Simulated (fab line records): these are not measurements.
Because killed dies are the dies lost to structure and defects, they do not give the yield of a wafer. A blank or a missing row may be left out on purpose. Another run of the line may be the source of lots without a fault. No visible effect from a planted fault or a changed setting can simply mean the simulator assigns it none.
Chamber matching + flow nand-harc + pecvd-02 running NHARC_P_M1_DEP_33: 3 sister chambers
The step deposits SiCN, target thk 30 nm. 3 wafers are shown with their chamber, then 7 later ones without.

WAFERS PAIRED WITH THEIR CHAMBERS
| wafer  | chamber | heater-power-w (W) |
|--------|---------|--------------------|
| L286.4 | 0       | 579                |
| L287.1 | 1       | 535                |
| L287.2 | 2       | 639                |

WAFERS WITHOUT THEIR CHAMBER
| wafer  | heater-power-w (W) |
|--------|--------------------|
| L287.6 | 516                |
| L289.2 | 555                |
| L289.3 | 574                |
| L289.6 | 699                |
| L298.4 | 479                |
| L298.5 | 555                |
| L298.6 | 709                |

WHICH CHAMBER EACH ONE RAN IN
| wafer  | from the rows above          | in truth |
|--------|------------------------------|----------|
| L287.6 | can't be placed: 1 or 0      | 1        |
| L289.2 | can't be placed: 1 or 0 or 2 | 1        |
| L289.3 | can't be placed: 0 or 1 or 2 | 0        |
| L289.6 | can't be placed: 2 or 0      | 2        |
| L298.4 | can't be placed: 1 or 0      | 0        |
| L298.5 | can't be placed: 1 or 0 or 2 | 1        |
| L298.6 | can't be placed: 2 or 0      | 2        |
Correctly placed: 0 of 7. Can't be placed from these rows: 7 (the true chamber is among the candidates in 7). Wrongly placed: 0.
How it was worked out, from the rows above alone: a wafer's distance from a chamber is the root of the sum, over the readings, of the square of ((its reading less the chamber's mean) divided by the reading's scatter). The wafer belongs to the nearest chamber; if the next one is less than 2 further off, it can't be placed. Each chamber's mean is taken over the wafers shown for it. The scatter: root of mean squared gap, hidden wafer to nearest shown wafer, with one shown wafer a chamber.
